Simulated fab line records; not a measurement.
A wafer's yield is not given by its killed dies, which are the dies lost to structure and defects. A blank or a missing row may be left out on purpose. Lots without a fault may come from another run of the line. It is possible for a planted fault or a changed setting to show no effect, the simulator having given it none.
Lot-split experiment / flow n5Finfet / 39 wafers read from 7 lots, route of 1938 steps

## ABOUT THE SPLIT
At N5_SD_EPI_N_EPI_21 (deposits Si:P, time 690 s), the setting epiGrowthTimeS was moved away from the recipe's 690 s on 18 of the 39 wafers read, by -11.2% to +10.4%. The other wafers ran this setting at the recipe's value.

## FROM THE SPLIT TO THE READING: what the file shows between them, 4 steps
- N5_SD_EPI_N_EPI_MEAS_23
- N5_SD_EPI_N_PRECLEAN_24: cleans in O3/DIW, time 60 s
- N5_SD_EPI_N_SRD_25: time 30 s
- N5_SD_EPI_P_EPI_21: deposits SiGe:B, time 355 s

## THE READING
Si-P_of_SD_EPI_N_EPI_21.thkNm (the simulator's own value, which no gauge read), in nm, at N5_SD_EPI_P_HM_STRIP_48 (strips SiNx in H3PO4, material SiNx, target depth 3 nm). No usual value for it is given in the file. Across the 21 wafers here that went through the recipe, the average is 58.4 nm and the standard deviation 0.59 nm.

wafer=L075.1; tool, chamber at the split=epiRpcvd-02, 0; epiGrowthTimeS as run, s=690; against the recipe=recipe; Si-P_of_SD_EPI_N_EPI_21.thkNm, nm=57.8; against lot-mates on the recipe=-
wafer=L075.2; tool, chamber at the split=epiRpcvd-02, 0; epiGrowthTimeS as run, s=652; against the recipe=-5.5%; Si-P_of_SD_EPI_N_EPI_21.thkNm, nm=56.4; against lot-mates on the recipe=-1.9
wafer=L075.5; tool, chamber at the split=epiRpcvd-02, 0; epiGrowthTimeS as run, s=652; against the recipe=-5.5%; Si-P_of_SD_EPI_N_EPI_21.thkNm, nm=56.4; against lot-mates on the recipe=-1.9
wafer=L075.3; tool, chamber at the split=epiRpcvd-02, 0; epiGrowthTimeS as run, s=652; against the recipe=-5.5%; Si-P_of_SD_EPI_N_EPI_21.thkNm, nm=56.8; against lot-mates on the recipe=-1.5
wafer=L075.4; tool, chamber at the split=epiRpcvd-02, 0; epiGrowthTimeS as run, s=690; against the recipe=recipe; Si-P_of_SD_EPI_N_EPI_21.thkNm, nm=58.6; against lot-mates on the recipe=-
wafer=L075.6; tool, chamber at the split=epiRpcvd-02, 0; epiGrowthTimeS as run, s=690; against the recipe=recipe; Si-P_of_SD_EPI_N_EPI_21.thkNm, nm=58.4; against lot-mates on the recipe=-
wafer=L078.1; tool, chamber at the split=epiRpcvd-01, 0; epiGrowthTimeS as run, s=690; against the recipe=recipe; Si-P_of_SD_EPI_N_EPI_21.thkNm, nm=58.8; against lot-mates on the recipe=-
wafer=L078.2; tool, chamber at the split=epiRpcvd-01, 0; epiGrowthTimeS as run, s=690; against the recipe=recipe; Si-P_of_SD_EPI_N_EPI_21.thkNm, nm=57.6; against lot-mates on the recipe=-
wafer=L078.3; tool, chamber at the split=epiRpcvd-01, 0; epiGrowthTimeS as run, s=633.6; against the recipe=-8.2%; Si-P_of_SD_EPI_N_EPI_21.thkNm, nm=55.8; against lot-mates on the recipe=-2.1
wafer=L078.4; tool, chamber at the split=epiRpcvd-01, 0; epiGrowthTimeS as run, s=690; against the recipe=recipe; Si-P_of_SD_EPI_N_EPI_21.thkNm, nm=57.4; against lot-mates on the recipe=-
wafer=L078.5; tool, chamber at the split=epiRpcvd-01, 0; epiGrowthTimeS as run, s=633.6; against the recipe=-8.2%; Si-P_of_SD_EPI_N_EPI_21.thkNm, nm=55.6; against lot-mates on the recipe=-2.3
wafer=L078.6; tool, chamber at the split=epiRpcvd-01, 0; epiGrowthTimeS as run, s=633.6; against the recipe=-8.2%; Si-P_of_SD_EPI_N_EPI_21.thkNm, nm=55; against lot-mates on the recipe=-2.9
wafer=L081.1; tool, chamber at the split=epiRpcvd-02, 0; epiGrowthTimeS as run, s=690; against the recipe=recipe; Si-P_of_SD_EPI_N_EPI_21.thkNm, nm=58.8; against lot-mates on the recipe=-
wafer=L081.2; tool, chamber at the split=epiRpcvd-02, 0; epiGrowthTimeS as run, s=690; against the recipe=recipe; Si-P_of_SD_EPI_N_EPI_21.thkNm, nm=58.6; against lot-mates on the recipe=-
wafer=L081.3; tool, chamber at the split=epiRpcvd-02, 0; epiGrowthTimeS as run, s=690; against the recipe=recipe; Si-P_of_SD_EPI_N_EPI_21.thkNm, nm=59.2; against lot-mates on the recipe=-
wafer=L081.4; tool, chamber at the split=epiRpcvd-02, 0; epiGrowthTimeS as run, s=742; against the recipe=+7.5%; Si-P_of_SD_EPI_N_EPI_21.thkNm, nm=62; against lot-mates on the recipe=+3.1
wafer=L081.5; tool, chamber at the split=epiRpcvd-02, 0; epiGrowthTimeS as run, s=742; against the recipe=+7.5%; Si-P_of_SD_EPI_N_EPI_21.thkNm, nm=61; against lot-mates on the recipe=+2.1
wafer=L081.6; tool, chamber at the split=epiRpcvd-02, 0; epiGrowthTimeS as run, s=742; against the recipe=+7.5%; Si-P_of_SD_EPI_N_EPI_21.thkNm, nm=62.4; against lot-mates on the recipe=+3.5
wafer=L082.1; tool, chamber at the split=epiRpcvd-03, 0; epiGrowthTimeS as run, s=690; against the recipe=recipe; Si-P_of_SD_EPI_N_EPI_21.thkNm, nm=57.8; against lot-mates on the recipe=-
wafer=L082.3; tool, chamber at the split=epiRpcvd-03, 0; epiGrowthTimeS as run, s=690; against the recipe=recipe; Si-P_of_SD_EPI_N_EPI_21.thkNm, nm=57.8; against lot-mates on the recipe=-
wafer=L082.2; tool, chamber at the split=epiRpcvd-03, 0; epiGrowthTimeS as run, s=690; against the recipe=recipe; Si-P_of_SD_EPI_N_EPI_21.thkNm, nm=57.2; against lot-mates on the recipe=-
wafer=L082.4; tool, chamber at the split=epiRpcvd-03, 0; epiGrowthTimeS as run, s=621; against the recipe=-10.0%; Si-P_of_SD_EPI_N_EPI_21.thkNm, nm=53.4; against lot-mates on the recipe=-4.2
wafer=L082.5; tool, chamber at the split=epiRpcvd-03, 0; epiGrowthTimeS as run, s=621; against the recipe=-10.0%; Si-P_of_SD_EPI_N_EPI_21.thkNm, nm=53.4; against lot-mates on the recipe=-4.2
wafer=L082.6; tool, chamber at the split=epiRpcvd-03, 0; epiGrowthTimeS as run, s=621; against the recipe=-10.0%; Si-P_of_SD_EPI_N_EPI_21.thkNm, nm=53.2; against lot-mates on the recipe=-4.4
wafer=L086.3; tool, chamber at the split=epiRpcvd-01, 0; epiGrowthTimeS as run, s=690; against the recipe=recipe; Si-P_of_SD_EPI_N_EPI_21.thkNm, nm=58.6; against lot-mates on the recipe=-
wafer=L086.4; tool, chamber at the split=epiRpcvd-01, 0; epiGrowthTimeS as run, s=690; against the recipe=recipe; Si-P_of_SD_EPI_N_EPI_21.thkNm, nm=58.4; against lot-mates on the recipe=-
wafer=L086.6; tool, chamber at the split=epiRpcvd-01, 0; epiGrowthTimeS as run, s=690; against the recipe=recipe; Si-P_of_SD_EPI_N_EPI_21.thkNm, nm=58.8; against lot-mates on the recipe=-
wafer=L089.1; tool, chamber at the split=epiRpcvd-02, 0; epiGrowthTimeS as run, s=612.8; against the recipe=-11.2%; Si-P_of_SD_EPI_N_EPI_21.thkNm, nm=54; against lot-mates on the recipe=-4.9
wafer=L089.2; tool, chamber at the split=epiRpcvd-02, 0; epiGrowthTimeS as run, s=690; against the recipe=recipe; Si-P_of_SD_EPI_N_EPI_21.thkNm, nm=58.4; against lot-mates on the recipe=-
wafer=L089.3; tool, chamber at the split=epiRpcvd-02, 0; epiGrowthTimeS as run, s=690; against the recipe=recipe; Si-P_of_SD_EPI_N_EPI_21.thkNm, nm=59.2; against lot-mates on the recipe=-
wafer=L089.4; tool, chamber at the split=epiRpcvd-02, 0; epiGrowthTimeS as run, s=690; against the recipe=recipe; Si-P_of_SD_EPI_N_EPI_21.thkNm, nm=59.2; against lot-mates on the recipe=-
wafer=L089.5; tool, chamber at the split=epiRpcvd-02, 0; epiGrowthTimeS as run, s=612.8; against the recipe=-11.2%; Si-P_of_SD_EPI_N_EPI_21.thkNm, nm=53.6; against lot-mates on the recipe=-5.3
wafer=L089.6; tool, chamber at the split=epiRpcvd-02, 0; epiGrowthTimeS as run, s=612.8; against the recipe=-11.2%; Si-P_of_SD_EPI_N_EPI_21.thkNm, nm=54.4; against lot-mates on the recipe=-4.5
wafer=L091.1; tool, chamber at the split=epiRpcvd-02, 0; epiGrowthTimeS as run, s=761.6; against the recipe=+10.4%; Si-P_of_SD_EPI_N_EPI_21.thkNm, nm=62.8; against lot-mates on the recipe=+4.1
wafer=L091.2; tool, chamber at the split=epiRpcvd-02, 0; epiGrowthTimeS as run, s=690; against the recipe=recipe; Si-P_of_SD_EPI_N_EPI_21.thkNm, nm=59; against lot-mates on the recipe=-
wafer=L091.3; tool, chamber at the split=epiRpcvd-02, 0; epiGrowthTimeS as run, s=761.6; against the recipe=+10.4%; Si-P_of_SD_EPI_N_EPI_21.thkNm, nm=62.4; against lot-mates on the recipe=+3.7
wafer=L091.4; tool, chamber at the split=epiRpcvd-02, 0; epiGrowthTimeS as run, s=690; against the recipe=recipe; Si-P_of_SD_EPI_N_EPI_21.thkNm, nm=58.4; against lot-mates on the recipe=-
wafer=L091.5; tool, chamber at the split=epiRpcvd-02, 0; epiGrowthTimeS as run, s=761.6; against the recipe=+10.4%; Si-P_of_SD_EPI_N_EPI_21.thkNm, nm=63; against lot-mates on the recipe=+4.3
wafer=L091.6; tool, chamber at the split=epiRpcvd-02, 0; epiGrowthTimeS as run, s=690; against the recipe=recipe; Si-P_of_SD_EPI_N_EPI_21.thkNm, nm=58.8; against lot-mates on the recipe=-

FIT RESULTS
A straight line over all 39 wafers: Si-P_of_SD_EPI_N_EPI_21.thkNm changes by +0.423 nm for each +1% of epiGrowthTimeS; r = +0.97; the points scatter about the line by 0.6 nm.
The same after taking each lot's own level away (the mean of its wafers on the recipe; 39 wafers): +0.393 nm for each +1%; r = +0.98; scatter 0.47 nm.
According to that fit, moving epiGrowthTimeS by its largest amount changes the reading by 4.4 nm.
Across the lots, their own levels run from 57.60 to 58.93 nm, a range of 2.3 times the standard deviation given above.
Consequently the slope shifts little with the lot-to-lot level, the two slopes agreeing.
Check: with one of the wafers moved furthest among these (-11.2%) left out of the fit, the line predicts -4.33 nm for it against its lot-mates. It came out at -4.93 nm against them.

## THE WHOLE CHAIN: every reading that the file lists as answering this split, in the file's order
step=N5_SD_EPI_N_EPI_21; what it does=deposits Si:P, time 690 s; reading=Si-P_of_SD_EPI_N_EPI_21.thkNm (the simulator's own value, which no gauge read); change (the file's fit)=+0.399 nm for each +1% of the setting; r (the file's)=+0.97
step=N5_SD_EPI_N_EPI_MEAS_23; what it does=; reading=thkNm; change (the file's fit)=withheld for each +1% of the setting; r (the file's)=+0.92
step=N5_SD_EPI_P_HM_STRIP_48; what it does=strips SiNx in H3PO4, material SiNx, target depth 3 nm; reading=Si-P_of_SD_EPI_N_EPI_21.thkNm (the simulator's own value, which no gauge read); change (the file's fit)=+0.393 nm for each +1% of the setting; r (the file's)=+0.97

## THE FILE'S OWN FIT
Si-P_of_SD_EPI_N_EPI_21.thkNm changes by +0.393 nm for each +1% of epiGrowthTimeS, r = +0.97.
